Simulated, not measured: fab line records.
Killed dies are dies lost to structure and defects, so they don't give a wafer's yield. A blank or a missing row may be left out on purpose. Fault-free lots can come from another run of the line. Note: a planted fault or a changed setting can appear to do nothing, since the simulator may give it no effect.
Matching of chambers ; flow n5-finfet ; rie-diel-03 running N5_MOL_CONTACT_COAG_ETCH_59: 4 sister chambers
The step etches underlayer in N2/H2, target depth 13 nm, time 10.4 s. 22 wafers are shown with their chamber, then 11 later ones without.

## EACH WAFER AND ITS CHAMBER
wafer;chamber;showerhead-plenum-p-Torr (Torr);drypump-motor-current-A (A);throttle-valve-pct (%)
L074.1;2;2.65;5.97;17.82
L074.4;1;2.46;5.79;17.90
L074.6;0;2.51;5.54;17.72
L076.2;0;2.51;5.52;17.74
L076.4;1;2.45;5.77;17.91
L076.6;2;2.65;5.97;17.81
L078.2;3;2.43;5.68;17.55
L078.4;0;2.50;5.52;17.75
L078.5;2;2.65;5.95;17.83
L085.2;2;2.64;6.04;17.86
L085.3;1;2.45;5.79;17.94
L085.4;0;2.50;5.52;17.76
L088.2;2;2.64;5.96;17.85
L088.5;1;2.45;5.78;17.94
L088.6;0;2.50;5.51;17.77
L090.3;0;2.49;5.53;17.78
L090.4;3;2.42;5.66;17.60
L090.6;2;2.64;5.96;17.86
L091.3;2;2.64;5.96;17.87
L091.4;3;2.42;5.67;17.60
L091.5;2;2.63;5.96;17.86
L092.1;2;2.63;5.98;17.87

SIGNATURES (averages over the wafers above)
reading;chamber 0;chamber 1;chamber 2;chamber 3;scatter within a chamber
showerhead-plenum-p-Torr;2.5017;2.4525;2.6411;2.4233;0.00713
drypump-motor-current-A;5.5233;5.7825;5.9722;5.6700;0.0194
throttle-valve-pct;17.7533;17.9225;17.8478;17.5833;0.0226
Rule: a wafer's distance from a chamber is the root of the sum, over the readings, of the square of ((its reading less the chamber's mean) divided by the reading's scatter). If the next closest chamber is less than 2 further off than the closest, the wafer can't be placed; otherwise it belongs to the closest. The scatter: the root of (the sum of the squares of (reading less its chamber's mean) over the shown wafers, divided by (wafers less chambers)).

## WAFERS WITHOUT THEIR CHAMBER
wafer;showerhead-plenum-p-Torr (Torr);drypump-motor-current-A (A);throttle-valve-pct (%)
L092.2;2.49;5.56;17.79
L092.3;2.42;5.67;17.61
L092.4;2.44;5.78;17.97
L092.5;2.49;5.54;17.78
L092.6;2.42;5.68;17.60
L096.1;2.44;5.79;17.98
L096.2;2.42;5.65;17.62
L096.5;2.44;5.79;17.99
L097.4;2.44;5.76;17.98
L097.5;2.41;5.66;17.61
L097.6;2.49;5.54;17.80

## WHICH CHAMBER EACH WENT THROUGH
wafer;from the rows above;in truth
L092.2;0;0
L092.3;3;3
L092.4;1;1
L092.5;0;0
L092.6;3;3
L096.1;1;1
L096.2;3;3
L096.5;1;1
L097.4;1;1
L097.5;3;3
L097.6;0;0
11 of 11 placed correctly. From these rows, 0 cannot be placed. Wrongly placed: 0.
